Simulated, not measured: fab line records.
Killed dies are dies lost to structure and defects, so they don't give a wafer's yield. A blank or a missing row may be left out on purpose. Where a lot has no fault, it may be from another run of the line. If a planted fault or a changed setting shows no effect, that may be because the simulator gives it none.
fab line records | flow n5-finfet
record lots=7 wafers=39
route steps=1938 shown BEOL_M14@1770
start-h: hours from the record's opening day to when the first of the lot's shown wafers began | wait-h: how many hours have passed since the lot's step before this one | " identical to the entry in the row above | L1.1+2: a single row standing in for several wafers | - no value, or no start was given | * or withheld: withheld | < > ~ a bound
route shown NAME@n: names a module that has steps shown in the file, with the first one's number in the route | usual: average and standard deviation across the fault-free wafers | same: alike in all rows | chamber/n: place in a boat | sites: per-site readings | _std_site: how widely they spread, as a standard deviation | _edge_site: the outer-site mean with the inner-site mean subtracted | radius-mm: how far each site lies from the wafer's centre | mask NAME#n: copy n | behind: the last tool/chamber to shape the wafer | hold: what put the lot on hold/how long, in hours/how the hold closed | device: whichever transistor did not switch (one of n, p or np) | end of line: the tests these same wafers got at the end of their route | for a step that has no rows: nothing shown but its recipe | killed: at the first sort, the dies lost to defects and structure; wafer yield is something else | map: per-die view of a wafer (x killed, . not killed, _ where there is no die)
set.NAME: the setting as run; set.NAME@STEP: as run at that earlier step | model.NAME: the simulator's own value behind a step, which no gauge read
one table per step and one row per wafer, for lots whose settings were changed on purpose
## steps
# step N5_BEOL_M14_DEP_53
# recipe material=SiCN target-thk-a=500 temp-c=withheld precursor=3MS/NH3 pressure-torr=3 rf-w=675 time-s=17.8
# columns lot.wafer tool chamber start-h wait-h set.target-thk-a model.SiCN_of_BEOL_M14_DEP_53.thk-nm
L074.1 pecvd-04 0 286.03 0.0 710.8 70.4
L074.2 " 2 " " 710.8 70.6
L074.3 " 1 " " 500 49.8
L074.4 " 1 " " 500 50.8
L074.5 " 2 " " 710.8 71.4
L074.6 " 0 " " 500 50.4
L083.1 pecvd-04 2 343.16 0.0 671.2 65.8
L083.2 " 0 " " 671.2 65.4
L083.3 " 1 " " 500 49
L083.4 " 2 " " 671.2 66.8
L083.5 " 0 " " 500 50
L083.6 " 1 " " 500 49.4
L084.1 pecvd-03 1 353.03 0.0 793.8 78.8
L084.2 " 0 " " 793.8 79.2
L084.3+5 " 2 " " 500 49.4
L084.4 " 0 " " 793.8 80.6
L084.6 " 1 " " 500 50.6
L086.1+4 pecvd-04 2,1 363.25 0.0 230.5 22.6
L086.2 " 0 " " 230.5 22.4
L086.3 " 1 " " 500 48.6
L086.5 " 0 " " 500 50.2
L086.6 " 2 " " 500 50.6
L091.1+5 pecvd-03 0,2 386.08 0.0 500 49.8
L091.2 " 2 " " 301.8 29.8
L091.3 " 0 " " 301.8 31
L091.4 " 2 " " 301.8 30.2
L091.6 " 0 " " 500 51.2
L088.1 pecvd-03 2 399.28 0.0 500 49.2
L088.2 " 0 " " 500 50.2
L088.3 " 0 " " 500 51.4
L088.4 " 2 " " 500 49.8
L088.5 " 2 " " 500 49.6
L088.6 " 0 " " 500 51.6
L094.4 pecvd-03 0 410.75 0.0 500 50.6
L094.5 " 0 " " 500 51
L094.6 " 2 " " 500 50
## key
split step=N5_BEOL_M14_DEP_53 setting=target-thk-a stated=500 by=wafer
response step=N5_BEOL_M14_DEP_53 reading=model.SiCN_of_BEOL_M14_DEP_53.thk-nm change=+0.5 per=1% r=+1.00
